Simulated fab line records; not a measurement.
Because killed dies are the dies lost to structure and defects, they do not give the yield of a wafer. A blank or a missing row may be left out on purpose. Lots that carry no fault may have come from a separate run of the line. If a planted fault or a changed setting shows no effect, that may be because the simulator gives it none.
Chamber matching / flow n5 finfet / 4 sister chambers for N5_BEOL_M2_STRIP_66 on rie diel-01
The step strips in CF4. 8 wafers are shown with their chamber, then 9 later ones without.

EACH WAFER AND ITS CHAMBER
wafer=L083.1; chamber=1; drypump motor current A (A)=5.7; showerhead plenum p Torr (Torr)=1.71
wafer=L083.5; chamber=2; drypump motor current A (A)=5.0; showerhead plenum p Torr (Torr)=1.93
wafer=L089.3; chamber=3; drypump motor current A (A)=5.7; showerhead plenum p Torr (Torr)=1.84
wafer=L089.4; chamber=2; drypump motor current A (A)=5.1; showerhead plenum p Torr (Torr)=1.92
wafer=L089.6; chamber=0; drypump motor current A (A)=6.5; showerhead plenum p Torr (Torr)=1.82
wafer=L092.2; chamber=3; drypump motor current A (A)=5.7; showerhead plenum p Torr (Torr)=1.84
wafer=L092.4; chamber=0; drypump motor current A (A)=6.5; showerhead plenum p Torr (Torr)=1.81
wafer=L092.5; chamber=1; drypump motor current A (A)=5.7; showerhead plenum p Torr (Torr)=1.71

WAFERS MISSING THEIR CHAMBER
wafer=L094.2; drypump motor current A (A)=5.0; showerhead plenum p Torr (Torr)=1.92
wafer=L094.4; drypump motor current A (A)=5.7; showerhead plenum p Torr (Torr)=1.84
wafer=L094.6; drypump motor current A (A)=6.5; showerhead plenum p Torr (Torr)=1.81
wafer=L097.1; drypump motor current A (A)=6.5; showerhead plenum p Torr (Torr)=1.81
wafer=L097.2; drypump motor current A (A)=5.8; showerhead plenum p Torr (Torr)=1.70
wafer=L097.3; drypump motor current A (A)=5.0; showerhead plenum p Torr (Torr)=1.91
wafer=L097.4; drypump motor current A (A)=5.7; showerhead plenum p Torr (Torr)=1.84
wafer=L097.5; drypump motor current A (A)=6.5; showerhead plenum p Torr (Torr)=1.81
wafer=L097.6; drypump motor current A (A)=5.7; showerhead plenum p Torr (Torr)=1.84

CHAMBER TAKEN BY EACH
wafer=L094.2; from the rows above=2; in truth=2
wafer=L094.4; from the rows above=3; in truth=3
wafer=L094.6; from the rows above=0; in truth=0
wafer=L097.1; from the rows above=0; in truth=0
wafer=L097.2; from the rows above=1; in truth=1
wafer=L097.3; from the rows above=2; in truth=2
wafer=L097.4; from the rows above=3; in truth=3
wafer=L097.5; from the rows above=0; in truth=0
wafer=L097.6; from the rows above=3; in truth=3
Correctly placed: 9 of 9. From these rows, 0 cannot be placed. Number placed wrongly: 0.
How it was worked out, from the rows above alone: a wafer's distance from a chamber is the root of the sum, over the readings, of the square of ((its reading less the chamber's mean) divided by the reading's scatter). If the next closest chamber is less than 2 further off than the closest, the wafer can't be placed; otherwise it belongs to the closest. The mean given for a chamber averages the wafers shown for that chamber. The scatter is the square root of a quotient: the sum, over the shown wafers, of each reading's squared deviation from its chamber's mean, divided by wafers minus chambers.
